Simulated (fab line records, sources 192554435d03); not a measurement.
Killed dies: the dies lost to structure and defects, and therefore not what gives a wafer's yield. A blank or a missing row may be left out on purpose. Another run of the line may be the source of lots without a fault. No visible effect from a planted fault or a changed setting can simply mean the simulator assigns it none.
Problem report, 8D (eight disciplines) form, completed by code -- flow n5_finfet -- the parts of the form that need people (team, actions taken, sign-off) are left out

1. PROBLEM STATEMENT
Wafers without a fault read 13.00 W, standard deviation 0.038; bias_w at N5_HKMG_FIN_ETCH_58 reads a mean of 14.64 W on 9 wafers belonging to 3 lots. Relative to the usual mean, that is a shift of +43 standard deviations.
The step: etches SOC in N2/H2, target depth 215.8 nm, time 741 s.
Seen first at day 7 07:07 on rie_diel-04, wafer L454.1. At this step, 21 wafers from 7 lots have a number in the record. The rule behind "out" and "out of limits": a value lying over 4 standard deviations away from the usual mean. All remaining wafers that have a number are taken as sound.

2. WHAT IT IS AND WHAT IT IS NOT
question,is,is not
which readings at this step,"bias_w, rf_vpp_V","drypump_motor_current_A, throttle_valve_pct"
which lots,"L454, L455, L461","L444, L450, L463, L464"
which wafers of those lots,all that have a number,-
read on which tools,rie_diel-04,rie_diel-02
when,from day 7 07:07,"up to then (6 sound wafers); but 6 sound wafers of L463, L464 came after"

3. SUSPECTS, AND WHAT RULES EACH OUT
Counting: a tool stays on the suspect list if, at a process step up to the reading, it processed all lots that are out and no sound lot following the first of them.
- rie_diel-04 at N5_HKMG_FIN_DESCUM_53 (chemistry O2, time 7.9 s): kept. It ran every lot that is out, first L454 (day 7 06:49), and no sound lot after that; its last sound lot up to then is L444 (day 5 00:10).
- rie_diel-04 at N5_HKMG_FIN_ETCH_54 (etches SiARC in CF4, target depth 45.5 nm, time 75.8 s): kept. It ran every lot that is out, first L454 (day 7 06:50), and no sound lot after that; its last sound lot up to then is L444 (day 5 00:11).
- rie_diel-04 at N5_HKMG_FIN_ETCH_55 (etches SOC in N2/H2, target depth 240 nm, time 300 s): kept. It ran every lot that is out, first L454 (day 7 06:54), and no sound lot after that; its last sound lot up to then is L444 (day 5 00:15).
- rie_diel-04 at N5_HKMG_FIN_STRIP_57 (strips in CF4): kept. It ran every lot that is out, first L454 (day 7 07:05), and no sound lot after that; its last sound lot up to then is L444 (day 5 00:26).
- rie_diel-04 at N5_HKMG_FIN_ETCH_58 (etches SOC in N2/H2, target depth 215.8 nm, time 741 s): kept. It ran every lot that is out, first L454 (day 7 07:07), and no sound lot after that; its last sound lot up to then is L444 (day 5 00:28). On those wafers its own readings are out: bias_w, rf_vpp_V.
Left after counting: rie_diel-04 at N5_HKMG_FIN_DESCUM_53, rie_diel-04 at N5_HKMG_FIN_ETCH_54, rie_diel-04 at N5_HKMG_FIN_ETCH_55, rie_diel-04 at N5_HKMG_FIN_STRIP_57, rie_diel-04 at N5_HKMG_FIN_ETCH_58.

4. THE CAUSE (what the simulator had put in)
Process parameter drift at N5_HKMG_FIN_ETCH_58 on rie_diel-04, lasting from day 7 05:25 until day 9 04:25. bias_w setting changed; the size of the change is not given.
This tool is one of the 5 suspects left after counting.

5. SEQUENCE OF EFFECTS, ordered by route
One row per reading whose mean, taken over the struck wafers that have a number, lies over 3 standard deviations from the usual. Readings are gone through only where the record gives a usual standard deviation; hours: the median, over the lots, of the time from a lot's start at the first step in this table giving one to that lot's start at this step; sigmas: the change measured in usual standard deviations.
hours,step,reading,usual,on struck wafers,change,sigmas
0,N5_HKMG_FIN_ETCH_58,bias_w,13.00 W,14.64,+1.64,+43
0,N5_HKMG_FIN_ETCH_58,rf_vpp_V,99.1 V,107.8,+8.7,+9.0
The process steps in it:
- N5_HKMG_FIN_ETCH_58: etches SOC in N2/H2, target depth 215.8 nm, time 741 s.

6. HOW IT WOULD HAVE BEEN CAUGHT EARLIER
In this record no reading fell out of limits until day 7 07:07, 2 hours after the fault had begun at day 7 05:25.
